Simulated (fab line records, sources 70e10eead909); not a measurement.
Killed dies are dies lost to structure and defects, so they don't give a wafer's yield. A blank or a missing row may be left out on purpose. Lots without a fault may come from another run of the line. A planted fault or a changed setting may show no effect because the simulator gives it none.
fab line records | flow nand_harc
record lots=6 wafers=18 last_day=23
route steps=1159 shown A_M1@1057 A_BONDPAD@1059 END@1159
lots that met no fault: from a run of the same line without faults
start_h: hours from the record's first day to the start of the lot's first wafer shown | wait_h: hours since the lot's step before | " the same as in the row above | L1.1+2: a row that stands for several wafers | - no value, or no start given | * or withheld: withheld | < > ~ a bound
route shown NAME@n: a module of which the file shows steps, and the number in the route of the first | usual: mean/standard deviation of fault-free wafers | same: alike in all rows | chamber/n: place in a boat | sites: the reading at each site | _std_site: their standard deviation | _edge_site: outer sites' mean less inner sites' | radius_mm: how far each site lies from the wafer's centre | mask NAME#n: copy n | behind: the tool/chamber that last shaped the wafer | hold: why the lot was held/for how many hours/how that ended | device: the transistor (n, p or np) that didn't switch | end of line: the same wafers' tests at the end of the route | a step without rows: its recipe alone | killed: dies lost to structure and defects at the first sort, not the wafer's yield | map: a wafer's dies, x killed, . not, _ none there
set.NAME: the setting as run; set.NAME@STEP: as run at that earlier step | model.NAME: the simulator's own value behind a step, which no gauge read
lots at some steps of the route; a table a step, a row a wafer
services: from which hour (start_h, from the record's first day; less than 0 if before it) a tool's chamber was out of use, for how many hours, and why
## steps
# step NHARC_A_M1_PRE_CLEAN_32
# recipe time_s=12 temp_c=370 rf_power_w=300 gas=NH3
# usual heater_power_w=583/61
# columns lot.wafer tool chamber start_h wait_h heater_power_w
L287.1 pecvd-02 1 402.18 0.1 539
L287.2 " 2 " " 507
L287.6 " 1 " " 539
L296.1 pecvd-02 1 450.75 0.1 599
L296.6 " 1 " " 610
L296.4 " 2 " " 506
L301.3 pecvd-02 0 472.62 0.1 580
L301.1 " 1 " " 590
L301.6 " 2 " " 540
L302.2 pecvd-03 2 495.91 0.2 482
L302.5 " 2 " " 482
L302.6 " 1 " " 582
L304.1 pecvd-03 1 511.62 0.1 586
L304.5 " 2 " " 511
L304.6 " 0 " " 592
L306.2 pecvd-03 1 512.61 0.1 598
L306.5 " 0 " " 575
L306.4 " 1 " " 607
# step NHARC_A_M1_DEP_33
# recipe target_thk_a=300 temp_c=370 target_thk_nm=30 pressure_torr=3 flow_sccm=200 rf_w=450 material=SiCN
# usual heater_power_w=531/59
# columns lot.wafer tool chamber start_h wait_h heater_power_w
L287.1 pecvd-02 1 402.29 0.1 524
L287.2 " 2 " " 458
L287.6 " 1 " " 498
L296.1 pecvd-02 1 450.83 0.1 508
L296.6 " 1 " " 510
L296.4 " 2 " " 467
L301.3 pecvd-02 0 472.69 0.1 529
L301.1 " 1 " " 467
L301.6 " 2 " " 467
L302.2 pecvd-03 2 495.99 0.1 451
L302.5 " 2 " " 464
L302.6 " 1 " " 565
L304.1 pecvd-03 1 511.70 0.1 489
L304.5 " 2 " " 392
L304.6 " 0 " " 533
L306.2 pecvd-03 1 512.75 0.1 532
L306.5 " 0 " " 563
L306.4 " 1 " " 515
# step NHARC_A_BONDPAD_DEP_00
# recipe target_thk_a=2500 temp_c=370 target_thk_nm=250 pressure_torr=3 flow_sccm=200 rf_w=450 material=SiCN
# usual heater_power_w=595/91
# columns lot.wafer tool chamber start_h wait_h heater_power_w
L287.2 pecvd-04 1 402.80 - 552
L287.1 " 0 " " 782
L287.6 " 2 " " 647
L296.1 pecvd-04 1 451.38 - 600
L296.6 " 1 " " 595
L296.4 " 2 " " 666
L301.3 pecvd-04 2 473.25 - 562
L301.1 " 0 " " 736
L301.6 " 0 " " 737
L302.2 pecvd-01 1 496.61 - 585
L302.6 " 1 " " 594
L302.5 " 2 " " 508
L304.1 pecvd-03 1 - - 522
L304.6 " 1 " " 542
L304.5 " 0 " " 522
L306.2 pecvd-03 1 - - 529
L306.4 " 0 " " 532
L306.5 " 1 " " 521
# step NHARC_A_BONDPAD_CMP_29
# recipe target_thk_nm=200 material=SiCN
# usual motor_current_A=11.9/1.4
# columns lot.wafer tool chamber start_h wait_h motor_current_A
L287.2 cmp-01 0 403.26 - 14.4
L287.1 " 1 " " 12.3
L287.6 " 3 " " 12.5
L296.4 cmp-01 0 451.84 - 13.0
L296.1 " 1 " " 11.6
L296.6 " 3 " " 11.6
L301.1 cmp-04 3 473.65 - 11.6
L301.3 " 1 " " 9.5
L301.6 " 3 " " 11.4
L302.2 cmp-04 1 497.05 - 9.1
L302.5 " 3 " " 11.1
L302.6 " 0 " " 12.7
L304.1 cmp-04 0 512.73 - 12.9
L304.6 " 1 " " 8.4
L304.5 " 2 " " 12.3
L306.2 cmp-04 3 513.62 - 11.7
L306.4 " 2 " " 12.2
L306.5 " 3 " " 11.6
# step NHARC_A_BONDPAD_THK_MEAS_30
# recipe thk_meas_gauge=ellipsometry
# usual thk_nm=200.4/1.6
# columns lot.wafer tool chamber start_h wait_h thk_nm
L287.1 film_metro-02 - 403.46 0.1 199.8
L287.2 " - " " 200.4
L287.6 " - " " 202.6
L296.1 film_metro-02 - 452.06 0.2 200.9
L296.4 " - " " 200.5
L296.6 " - " " 198.4
L301.1 film_metro-01 - 473.90 0.2 201.0
L301.3 " - " " 200.4
L301.6 " - " " 198.2
L302.2 film_metro-02 - 497.26 0.2 198.5
L302.5 " - " " 199.3
L302.6 " - " " 198.7
L304.1 film_metro-01 - 512.91 0.1 199.7
L304.5 " - " " 199.8
L304.6 " - " " 201.5
L306.2 film_metro-02 - 513.87 0.2 198.7
L306.4 " - " " 201.8
L306.5 " - " " 200.8
# step NHARC_A_BONDPAD_SRD_31
# step NHARC_A_BONDPAD_DEHYDRATE_01
# recipe temp_c=150 time_s=120
# step NHARC_A_BONDPAD_HMDS_02
# recipe time_s=30
# step NHARC_A_BONDPAD_COAT_33
# recipe temp_c=200 time_s=65
# step NHARC_A_BONDPAD_COAT_03
# recipe spin_rpm=2000 resist_thk_nm=600
# step NHARC_A_BONDPAD_SOFTBAKE_04
# recipe temp_c=125 time_s=70
# step NHARC_A_BONDPAD_EBR_05
# step NHARC_A_BONDPAD_EXPOSE_06
# recipe na=0.55 dose_mj=36.99 mask_id=A_BPAD
# usual reticle_temp_C=23.02/0.11
# columns lot.wafer tool chamber start_h wait_h mask reticle_temp_C model.A_BONDPAD.overlay_x_nm
L287.1 krf_scanner-04 0 403.87 - A_BPAD#0 23.13 9.847
L287.2 " 0 " " A_BPAD#0 23.29 9.847
L287.6 " 0 " " A_BPAD#0 23.07 9.847
L296.1 krf_scanner-01 0 452.47 - A_BPAD#0 22.92 -0.4193
L296.4 " 0 " " A_BPAD#0 22.78 -0.4193
L296.6 " 0 " " A_BPAD#0 23.02 -0.4193
L301.1 krf_scanner-04 0 474.34 - A_BPAD#0 22.94 64.16
L301.3 " 0 " " A_BPAD#0 22.90 64.16
L301.6 " 0 " " A_BPAD#0 22.88 64.16
L302.2 krf_scanner-04 0 497.67 - A_BPAD#0 23.12 56.33
L302.5 " 0 " " A_BPAD#0 23.03 56.33
L302.6 " 0 " " A_BPAD#0 23.04 56.33
L304.1 krf_scanner-02 0 513.22 - A_BPAD#0 22.94 5.872
L304.5 " 0 " " A_BPAD#0 23.01 5.872
L304.6 " 0 " " A_BPAD#0 22.97 5.872
L306.2 krf_scanner-02 0 514.32 - A_BPAD#0 23.16 -3.249
L306.4 " 0 " " A_BPAD#0 22.84 -3.249
L306.5 " 0 " " A_BPAD#0 22.96 -3.249
# step NHARC_A_BONDPAD_PEB_07
# recipe peb_temp_c=128 peb_time_s=80
# step NHARC_A_BONDPAD_DEVELOP_08
# recipe time_s=50 dev_temp_c=22
# step NHARC_A_BONDPAD_CD_MEAS_09
# recipe target_cd_nm=500 landing_energy_ev=500
# usual cd_nm=499.3/1.8
# columns lot.wafer tool chamber start_h wait_h cd_nm
L287.1 cd_sem-02 0 404.02 - 500.9
L287.2 " 0 " " 495.4
L287.6 " 0 " " 494.9
L296.1 cd_sem-01 0 452.62 - 501.7
L296.4 " 0 " " 498.1
L296.6 " 0 " " 501.2
L301.1 cd_sem-01 0 474.49 - 499.4
L301.3 " 0 " " 496.9
L301.6 " 0 " " 496.2
L302.2 cd_sem-03 0 497.82 - 501.2
L302.5 " 0 " " 501.2
L302.6 " 0 " " 498.1
L304.1 cd_sem-02 0 513.37 - 498.7
L304.5 " 0 " " 498.2
L304.6 " 0 " " 500.9
L306.2 cd_sem-01 0 514.46 - 501.7
L306.4 " 0 " " 498.0
L306.5 " 0 " " 501.1
# step NHARC_A_BONDPAD_OVL_MEAS_35
# usual overlay_x_nm=2/4.8 overlay_y_nm=-1/4.9
# columns lot.wafer tool chamber start_h wait_h overlay_x_nm overlay_y_nm
L287.1 overlay-01 - 404.11 - 10 5
L287.2 " - " " 10 5
L287.6 " - " " 10 5
L296.1 overlay-02 - 452.72 - 0 4
L296.4 " - " " 0 3
L296.6 " - " " -1 4
L301.1 overlay-02 - 474.58 - 64 -3
L301.3 " - " " 65 -3
L301.6 " - " " 64 -3
L302.2 overlay-01 - 497.91 - 56 -8
L302.5 " - " " 56 -8
L302.6 " - " " 56 -8
L304.1 overlay-01 - 513.46 - 6 -6
L304.5 " - " " 6 -6
L304.6 " - " " 6 -6
L306.2 overlay-01 - 514.55 - -3 3
L306.4 " - " " -3 3
L306.5 " - " " -3 3
# step NHARC_A_BONDPAD_HARDBAKE_10
# recipe temp_c=118 time_s=65
# step NHARC_END_SORT_01
# recipe temp_c=25
# usual defect_limited_yield=95.4/1.8 killed_at_array=27/11 killed_at_other=0.7/1.1 killed_at_periphery=3.4/2.1 killed_dies=31/12 killed_open=3.6/2 killed_short=2.0/1.3 sort_bin_2_pct=1.5/0.71 sort_bin_3_pct=0.25/0.22 sort_bin_4_pct=2.9/1.2 sort_n_pass=646/12 sort_rim_yield_pct=95.0/2.5 sort_yield_pct=95.4/1.8
# same gross_dies=677 sort_bin_5_pct[%]=0 sort_bin_6_pct[%]=0 sort_bin_7_pct[%]=0 sort_bin_8_pct[%]=0 sort_rim_n_gross=106.00
# columns lot.wafer tool chamber start_h wait_h defect_limited_yield[%] killed_at_array killed_at_other killed_at_periphery killed_dies killed_open killed_short sort_bin_2_pct[%] sort_bin_3_pct[%] sort_bin_4_pct[%] sort_n_pass sort_rim_yield_pct[%] sort_yield_pct[%]
L287.1 prober-02 0 435.29 2.5 96.3 19 1 5 25 6 1 1.0 0.15 2.5 652 94.3 96.3
L287.2 prober-02 0 436.09 2.8 97.2 15 0 4 19 3 1 0.7 0.15 1.9 658 93.4 97.2
L287.6 prober-02 0 439.30 4.0 96.9 17 1 3 21 2 4 0.7 0 2.4 656 98.1 96.9
L302.2 prober-01 0 533.42 2.8 96.5 18 3 3 24 2 1 1.5 0.30 1.8 653 95.3 96.5
L302.6 prober-01 0 536.63 4.0 96.8 19 1 2 22 4 1 0.9 0.15 2.2 655 92.5 96.8
L306.2 prober-02 0 548.97 2.8 94.7 30 0 6 36 6 0 2.1 0 3.2 641 99.1 94.7
L306.4 prober-02 0 550.58 3.4 94.8 28 0 7 35 4 1 1.2 0.15 3.8 642 95.3 94.8
L306.5 prober-02 0 551.39 3.7 93.6 36 0 7 43 5 4 2.5 0.59 3.2 634 98.1 93.6
L304.1 prober-01 0 554.25 2.5 90.8 54 1 7 62 3 2 2.4 0.59 6.2 615 95.3 90.8
L304.5 prober-01 0 557.48 3.7 92.3 48 2 2 52 2 4 2.8 0.44 4.4 625 92.5 92.3
L304.6 prober-01 0 558.29 4.0 92.2 49 2 2 53 4 5 1.8 1.03 5.0 624 92.5 92.2
# killed by level:class
L287.1 A_CONTACT:chamber_film_flake=5 A_SLIT:chamber_film_flake=4 A_STAIRCASE:chamber_film_flake=3 P_CONTACT:geometric_particle:open=2 A_CHANNEL_HOLE_D1:chamber_film_flake=2 P_M0:geometric_particle:open=1 A_SOURCE_PLATE:geometric_particle:open=1 A_SLIT:geometric_particle:short=1
L287.2 A_SLIT:chamber_film_flake=4 A_STAIRCASE:chamber_film_flake=3 A_CONTACT:chamber_film_flake=3 A_CHANNEL_FILL_D1:geometric_particle:open=2 A_CONTACT:geometric_particle:short=1 A_CONTACT:geometric_particle:open=1 P_ZERO_WELL:chamber_film_flake=1 P_STI:chamber_film_flake=1
L287.6 A_SLIT:chamber_film_flake=7 A_ONON_D1:geometric_particle:short=2 A_CHANNEL_HOLE_D1:chamber_film_flake=2 P_CONTACT:geometric_particle:short=1 P_M0:geometric_particle:open=1 A_CHANNEL_HOLE_D1:geometric_particle:open=1 A_SGD_CUT:geometric_particle:short=1 P_BONDPAD:chamber_film_flake=1
L302.2 A_SLIT:chamber_film_flake=7 A_CHANNEL_HOLE_D1:chamber_film_flake=6 A_CONTACT:chamber_film_flake=3 THIN_TSV:chamber_film_flake=3 P_CONTACT:geometric_particle:short=1 P_M0:geometric_particle:open=1 A_M0:geometric_particle:open=1 P_GATE:chamber_film_flake=1
L302.6 A_SLIT:chamber_film_flake=10 A_CHANNEL_HOLE_D1:chamber_film_flake=3 A_WL_FILL:geometric_particle:open=2 P_M1:geometric_particle:open=1 A_CONTACT:geometric_particle:short=1 A_BLC:geometric_particle:open=1 P_STI:chamber_film_flake=1 A_STAIRCASE:chamber_film_flake=1
L306.2 A_CHANNEL_HOLE_D1:chamber_film_flake=25 A_SGD_CUT:geometric_particle:open=2 P_BONDPAD:chamber_film_flake=2 A_CONTACT:chamber_film_flake=2 P_STI:geometric_particle:open=1 P_GATE:geometric_particle:open=1 P_M0:geometric_particle:open=1 A_WL_FILL:geometric_particle:open=1
L306.4 A_CHANNEL_HOLE_D1:chamber_film_flake=22 P_BONDPAD:chamber_film_flake=4 A_M0:geometric_particle:open=2 A_CONTACT:chamber_film_flake=2 P_CONTACT:geometric_particle:open=1 A_SGD_CUT:geometric_particle:open=1 A_CONTACT:geometric_particle:short=1 P_ZERO_WELL:chamber_film_flake=1
L306.5 A_CHANNEL_HOLE_D1:chamber_film_flake=28 P_BONDPAD:chamber_film_flake=3 A_CONTACT:geometric_particle:open=2 A_CONTACT:chamber_film_flake=2 P_STI:geometric_particle:short=1 P_M0:geometric_particle:open=1 P_M0:geometric_particle:short=1 A_ONON_D1:geometric_particle:short=1
L304.1 A_CHANNEL_HOLE_D1:chamber_film_flake=25 A_SLIT:chamber_film_flake=13 A_STAIRCASE:chamber_film_flake=8 P_ZERO_WELL:chamber_film_flake=5 A_CONTACT:chamber_film_flake=5 P_GATE:geometric_particle:open=1 P_GATE:geometric_particle:short=1 A_CHANNEL_FILL_D1:geometric_particle:open=1
L304.5 A_CHANNEL_HOLE_D1:chamber_film_flake=26 A_SLIT:chamber_film_flake=7 A_STAIRCASE:chamber_film_flake=5 A_CONTACT:chamber_film_flake=5 THIN_TSV:chamber_film_flake=2 P_CONTACT:geometric_particle:short=1 P_M2:geometric_particle:open=1 A_ONON_D1:geometric_particle:short=1
L304.6 A_CHANNEL_HOLE_D1:chamber_film_flake=24 A_STAIRCASE:chamber_film_flake=7 A_SLIT:chamber_film_flake=7 A_CONTACT:chamber_film_flake=4 THIN_TSV:chamber_film_flake=2 P_STI:geometric_particle:short=1 P_M0:geometric_particle:open=1 A_ONON_D1:geometric_particle:short=1
## services
# columns tool chamber start_h hours kind
pecvd-02 - 380.66 0.7 repair
krf_scanner-02 - 382.29 4.0 pm
cmp-01 - 385.68 0.8 repair
cmp-01 - 394.23 0.4 repair
cmp-04 - 399.14 4.0 pm
pecvd-01 0 405.87 5.1 repair
pecvd-03 1 411.13 9.1 repair
pecvd-01 - 418.22 13.0 pm
pecvd-04 0 425.86 6.0 repair
krf_scanner-01 - 428.00 4.0 pm
pecvd-02 - 430.98 1.4 repair
cmp-04 - 431.21 12.0 repair
pecvd-01 2 440.47 18.8 repair
krf_scanner-02 - 441.43 0.6 repair
pecvd-03 - 443.71 2.3 repair
pecvd-03 - 446.07 0.3 repair
cmp-01 - 453.25 4.0 repair
krf_scanner-04 - 459.68 0.4 repair
cmp-01 - 468.75 3.8 repair
krf_scanner-04 - 470.00 4.0 pm
pecvd-03 - 473.33 13.0 pm
cmp-01 - 473.50 4.0 pm
cmp-04 - 484.82 4.7 repair
cmp-04 - 497.16 4.0 pm
## key
first_sign step=NHARC_A_BONDPAD_OVL_MEAS_35 reading=overlay_x_nm direction=up sigmas=12 usual=2 struck=60
effect none on later readings
model_effect step=NHARC_A_BONDPAD_EXPOSE_06 value=A_BONDPAD.overlay_x_nm without=2.312 struck=60.25
met_at NHARC_A_BONDPAD_EXPOSE_06
struck_wafers L301.1,L301.3,L301.6,L302.2,L302.5,L302.6
onset_between 403.87 474.34
fault kind=scanner_matching_overlay tool=krf_scanner-04 chamber=- onset_h=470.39 steps=NHARC_A_BONDPAD_EXPOSE_06 offset=57.934
